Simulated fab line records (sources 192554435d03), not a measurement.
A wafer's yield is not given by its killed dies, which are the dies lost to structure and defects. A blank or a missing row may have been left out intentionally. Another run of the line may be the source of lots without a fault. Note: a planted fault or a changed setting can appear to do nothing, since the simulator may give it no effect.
Code-filled problem report in 8D (eight disciplines) form | flow n5 finfet | the parts of the form that need people (team, actions taken, sign-off) are left out

1. PROBLEM STATEMENT
Wafers without a fault read 3.4, standard deviation 2.7; killed at other at N5_PASSIVATION_PROBE_49 reads a mean of 1090.0 on 2 wafers belonging to 2 lots. So: +99 or more standard deviations from the usual mean.
Seen first at day 14 05:54 on prober-02, wafer L225.2. The record has a number at this step for 14 wafers belonging to 5 lots. The rule behind "out" and "out of limits": a value lying over 4 standard deviations away from the usual mean. Any other wafer with a number is counted as sound.

2. WHAT IT IS, WHAT IT ISN'T
question                    | is                                                                                             | is not
which readings at this step | killed at other, defect limited yield, killed dies, killed on rim, sort n pass, sort yield pct | killed_at_M0_to_M3, killed_at_M4_up, killed at contacts, killed at front end, killed open, killed short, sort_bin_5_function, sort_bin_6_memory, sort_bin_8_speed
which lots                  | L225, L230                                                                                     | L223, L238, L242
which wafers of those lots  | L225.2, L230.1                                                                                 | L225.4, L230.3, L230.4
read on which tools         | prober-01, prober-02                                                                           | -
when                        | from day 14 05:54                                                                              | up to then (3 sound wafers); but 9 sound wafers of L225, L230, L238, L242 came after

3. WHAT RULES OUT EACH SUSPECT
Counting: any tool at a process step up to the reading remains a suspect provided it ran every lot that is out. Sound lots after the first of them don't rule it out here, since some wafers of a struck lot are sound.
- pecvd-02 at N5_MIM_TOP_ETCH_PECVD_03 (deposits SiNx from SiH4/NH3/N2, target thk 20 nm, time 17.6 s): kept. It ran every lot that is out, first L225 (day 13 18:16).
The count leaves pecvd-02 at N5_MIM_TOP_ETCH_PECVD_03.

4. THE CAUSE (what the simulator had put in)
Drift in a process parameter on pecvd-02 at N5_MIM_TOP_ETCH_PECVD_03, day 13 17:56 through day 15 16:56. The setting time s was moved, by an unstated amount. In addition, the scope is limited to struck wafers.
After counting, this tool was the only one left.

5. SEQUENCE OF EFFECTS, ordered by route
Each row: a reading whose mean over the struck wafers that have a number lies more than 3 standard deviations from the usual. Only readings for which the record gives a usual standard deviation are gone through. hours: the time from each lot's start at the first step in this table that gives one to its start at this step, as a median over the lots. sigmas: the change in usual standard deviations.
hours | step                    | reading              | usual  | on struck wafers | change  | sigmas
0     | N5_PASSIVATION_PROBE_49 | defect limited yield | 91.1 % | 0.0              | -91.1   | -61
0     | N5_PASSIVATION_PROBE_49 | killed at other      | 3.4    | 1090.0           | +1086.6 | +99 or more
0     | N5_PASSIVATION_PROBE_49 | killed dies          | 105    | 1180             | +1075   | +63
0     | N5_PASSIVATION_PROBE_49 | killed on rim        | 14     | 152              | +138    | +33
0     | N5_PASSIVATION_PROBE_49 | sort n pass          | 1075   | 0                | -1075   | -63
0     | N5_PASSIVATION_PROBE_49 | sort yield pct       | 91.1 % | 0.0              | -91.1   | -61
Process steps it contains:
- N5_PASSIVATION_PROBE_49

6. HOW IT WOULD HAVE BEEN CAUGHT EARLIER
First out-of-limits reading in this record: day 14 05:54, which is 12 hours after fault onset at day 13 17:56.
No tool reading at N5_MIM_TOP_ETCH_PECVD_03 that has a usual standard deviation in the record was out on any struck wafer, so an alarm limit of 4 standard deviations on those readings would not have fired.
L230, from the lots that are out (2), started N5_MIM_TOP_ETCH_PECVD_03 on pecvd-02 later than day 14 05:54. It would have been spared by a hold on the tool at that moment.
